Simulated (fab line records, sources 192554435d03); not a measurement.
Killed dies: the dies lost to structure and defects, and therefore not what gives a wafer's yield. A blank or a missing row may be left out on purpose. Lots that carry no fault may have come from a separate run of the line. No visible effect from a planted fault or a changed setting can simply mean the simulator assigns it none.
Matching of chambers -- flow n5-finfet -- 4 sister chambers for N5_BEOL_M0_CUTY_DESCUM_61 on rie-diel-04
The step chemistry O2, time 7.9 s. 16 wafers are shown with their chamber, then 8 later ones without.

== WAFERS, EACH WITH ITS CHAMBER ==
wafer,chamber,showerhead-plenum-p-Torr (Torr),drypump-motor-current-A (A),throttle-valve-pct (%)
L080.2,1,1.99,5.8,20.22
L080.3,3,2.09,5.1,20.53
L080.6,2,2.05,6.3,20.67
L081.2,3,2.09,5.1,20.53
L081.3,0,2.15,5.7,20.36
L081.4,1,1.99,5.9,20.22
L082.1,0,2.15,5.7,20.35
L082.4,1,1.99,5.8,20.23
L082.5,3,2.09,5.1,20.54
L084.1,2,2.05,6.3,20.69
L084.2,1,1.99,5.9,20.24
L084.4,0,2.14,5.7,20.36
L086.1,2,2.05,6.3,20.70
L086.2,0,2.14,5.7,20.35
L086.4,1,1.99,5.8,20.25
L091.3,0,2.14,5.7,20.37

SIGNATURES (means of the wafers above)
reading,chamber 0,chamber 1,chamber 2,chamber 3,scatter within a chamber
showerhead-plenum-p-Torr,2.1440,1.9900,2.0500,2.0900,0.00316
drypump-motor-current-A,5.700,5.840,6.300,5.100,0.0316
throttle-valve-pct,20.3580,20.2320,20.6867,20.5333,0.0112
Rule: for each reading, subtract the chamber's mean from the wafer's reading, divide by that reading's scatter and square the result; add these up over the readings and take the root, which gives the wafer's distance from the chamber. The wafer belongs to the nearest chamber; if the next one is less than 2 further off, it can't be placed. The scatter is the square root of a quotient: the sum, over the shown wafers, of each reading's squared deviation from its chamber's mean, divided by wafers minus chambers.

== WAFERS WHOSE CHAMBER IS MISSING ==
wafer,showerhead-plenum-p-Torr (Torr),drypump-motor-current-A (A),throttle-valve-pct (%)
L091.4,2.04,6.3,20.69
L091.5,1.99,5.8,20.26
L092.1,2.04,6.3,20.72
L092.2,1.98,5.8,20.25
L092.5,2.14,5.7,20.37
L094.1,2.14,5.7,20.39
L094.4,2.04,6.3,20.72
L094.5,2.04,6.3,20.72

== WHICH CHAMBER EACH ONE RAN IN ==
wafer,from the rows above,in truth
L091.4,2,2
L091.5,1,1
L092.1,2,2
L092.2,1,1
L092.5,0,0
L094.1,0,0
L094.4,2,2
L094.5,2,2
Correct placement for 8 of the 8. Not placeable from these rows: 0. Number placed wrongly: 0.
